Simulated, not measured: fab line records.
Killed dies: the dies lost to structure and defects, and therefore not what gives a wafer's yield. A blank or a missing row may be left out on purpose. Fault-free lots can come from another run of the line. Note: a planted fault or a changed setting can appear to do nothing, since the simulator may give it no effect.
Split-lot study | flow n5Finfet | 7 lots, 21 wafers read, on a route of 1938 steps

## SPLIT DETAILS
At N5_BEOL_M6_EXPOSE_08 (exposes mask M6), the setting doseMj was moved away from the recipe's 68.25 on 7 of the 21 wafers read, by -6.8% to +5.3%. All remaining wafers had this setting at the recipe value.

## FROM THE SPLIT TO THE READING: what the file shows between them, 20 steps
- N5_BEOL_M6_PEB_09: peb time 60 s
- N5_BEOL_M6_DEVELOP_10: develop time 30 s
- N5_BEOL_M6_CD_MEAS_11: target cd 38.5 nm
- N5_BEOL_M6_DESCUM_16: chemistry O2, time 7.9 s
- N5_BEOL_M6_ETCH_61: etches SiARC in CF4, target depth 45.5 nm, time 75.8 s
- N5_BEOL_M6_ETCH_62: etches SOC in N2/H2, target depth 110 nm, overetch 22 nm, time 165 s
- N5_BEOL_M6_STRIP_68: strips in N2/H2
- N5_BEOL_M6_STRIP_67: strips in CF4
- N5_BEOL_M6_HM_OPEN_17: chemistry Cl2/BCl3, target TiN, target depth 20 nm, overetch 6 nm
- N5_BEOL_M6_STRIP_19: strips in O2
- N5_BEOL_M6_CD_MEAS_18: pitch 80 nm, target cd 40 nm
- N5_BEOL_M6_COAT_63: time 60 s, resist thk 60 nm
- N5_BEOL_M6_COAT_64: time 60 s, resist thk 12 nm
- N5_BEOL_M6_STRIP_76: strips in C4F6/O2
- N5_BEOL_M6_STRIP_36: strips in N2/H2
- N5_BEOL_M6_TRENCH_ETCH_37: etches SiCOH lowk in C4F6/O2, target depth 94.435 nm, time 31.5 s
- N5_BEOL_M6_ETCH_41: etches SiCN in CH3F/O2, target depth 29.7 nm, time 52 s
- N5_BEOL_M6_STRIP_80: strips in N2/H2, time 10 s
- N5_BEOL_M6_PRECLEAN_42: cleans in residue remover, time 60 s
- N5_BEOL_M6_SRD_43: time 30 s

## THE READING
cdNm, in nm, at N5_BEOL_M6_CD_MEAS_35 (target cd 40 nm, target cd y 28 nm). On this fab line, fault-free wafers typically give 40.1 nm with a standard deviation of 0.61 nm.

wafer  | tool, chamber at the split | doseMj as run | against the recipe | cdNm, nm | against lot-mates on the recipe
L075.1 | arfiScanner-03, 0          | 63.89         | -6.4%              | 35.9     | -4.0
L075.2 | arfiScanner-03, 0          | 63.89         | -6.4%              | 36.2     | -3.7
L075.4 | arfiScanner-03, 0          | 68.25         | recipe             | 39.9     | -
L086.2 | arfiScanner-01, 0          | 68.25         | recipe             | 40.2     | -
L086.3 | arfiScanner-01, 0          | 68.25         | recipe             | 41.4     | -
L086.4 | arfiScanner-01, 0          | 68.25         | recipe             | 40.3     | -
L087.2 | arfiScanner-03, 0          | 68.25         | recipe             | 39.9     | -
L087.4 | arfiScanner-03, 0          | 68.25         | recipe             | 40.5     | -
L087.5 | arfiScanner-03, 0          | 71.89         | +5.3%              | 43.1     | +2.9
L092.2 | arfiScanner-02, 0          | 68.25         | recipe             | 39.9     | -
L092.3 | arfiScanner-02, 0          | 68.25         | recipe             | 40.8     | -
L092.5 | arfiScanner-02, 0          | 68.25         | recipe             | 39.5     | -
L090.1 | arfiScanner-02, 0          | 68.25         | recipe             | 39.5     | -
L090.3 | arfiScanner-02, 0          | 63.61         | -6.8%              | 37.3     | -2.2
L090.4 | arfiScanner-02, 0          | 63.61         | -6.8%              | 36.3     | -3.2
L091.1 | arfiScanner-03, 0          | 68.25         | recipe             | 40.0     | -
L091.3 | arfiScanner-03, 0          | 65.63         | -3.8%              | 38.9     | -1.1
L091.5 | arfiScanner-03, 0          | 65.63         | -3.8%              | 38.3     | -1.7
L093.1 | arfiScanner-01, 0          | 68.25         | recipe             | 40.0     | -
L093.4 | arfiScanner-01, 0          | 68.25         | recipe             | 41.1     | -
L093.5 | arfiScanner-01, 0          | 68.25         | recipe             | 40.8     | -

THE FIT
A straight line over all 21 wafers: cdNm changes by +0.557 nm for each +1% of doseMj; r = +0.95; the points scatter about the line by 0.59 nm.
The same after taking each lot's own level away (the mean of its wafers on the recipe; 21 wafers): +0.49 nm for each +1%; r = +0.94; scatter 0.55 nm.
According to that fit, moving doseMj by its largest amount changes the reading by 3.3 nm.
The lots' own levels span 39.50 to 40.63 nm, that is 1.9 times the standard deviation above.
So the slope is not independent of the lot-to-lot level: the two fits are not the same.
Check: for one of the wafers moved furthest among these (-6.8%), held out of the fit, the line's prediction against its lot-mates is -3.55 nm. Against them it came out at -2.2 nm.

## FURTHER SPLITS ON THESE WAFERS
These wafers also went through other splits before the reading. Each is held against what the fit with the lots' levels taken away leaves over:
other split on the same wafers  | wafers away from the commonest value | r with cdNm (lot level and that fit taken away)
N5_BEOL_M3_ALD_98 aldCycles     | 4                                    | +0.06
N5_BEOL_M4_EXPOSE_25 doseMj     | 9                                    | +0.02
N5_BEOL_M5_COAT_71 spinRpm      | 6                                    | -0.06
N5_BEOL_M5_COAT_05 spinRpm      | 4                                    | +0.32
N5_BEOL_M6_HM_DEP_02 targetThkA | 9                                    | -0.29

## THE WHOLE CHAIN: every reading that the file lists as answering this split, in the file's order
step                  | what it does                                                         | reading                                                             | change (the file's fit)               | r (the file's)
N5_BEOL_M6_CD_MEAS_11 | target cd 38.5 nm                                                    | cdNm                                                                | +0.555 nm for each +1% of the setting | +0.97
N5_BEOL_M6_ETCH_61    | etches SiARC in CF4, target depth 45.5 nm, time 75.8 s               | BEOL_M6.cdOffsetNm (the simulator's own value, which no gauge read) | +0.543 nm for each +1% of the setting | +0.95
N5_BEOL_M6_ETCH_62    | etches SOC in N2/H2, target depth 110 nm, overetch 22 nm, time 165 s | BEOL_M6.cdOffsetNm (the simulator's own value, which no gauge read) | +0.489 nm for each +1% of the setting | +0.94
N5_BEOL_M6_HM_OPEN_17 | chemistry Cl2/BCl3, target TiN, target depth 20 nm, overetch 6 nm    | BEOL_M6.cdOffsetNm (the simulator's own value, which no gauge read) | +0.479 nm for each +1% of the setting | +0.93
N5_BEOL_M6_CD_MEAS_18 | pitch 80 nm, target cd 40 nm                                         | cdNm                                                                | +0.497 nm for each +1% of the setting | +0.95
N5_BEOL_M6_CD_MEAS_35 | target cd 40 nm, target cd y 28 nm                                   | cdNm                                                                | +0.487 nm for each +1% of the setting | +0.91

## FILE'S OWN FIT
cdNm changes by +0.487 nm for each +1% of doseMj, r = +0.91.
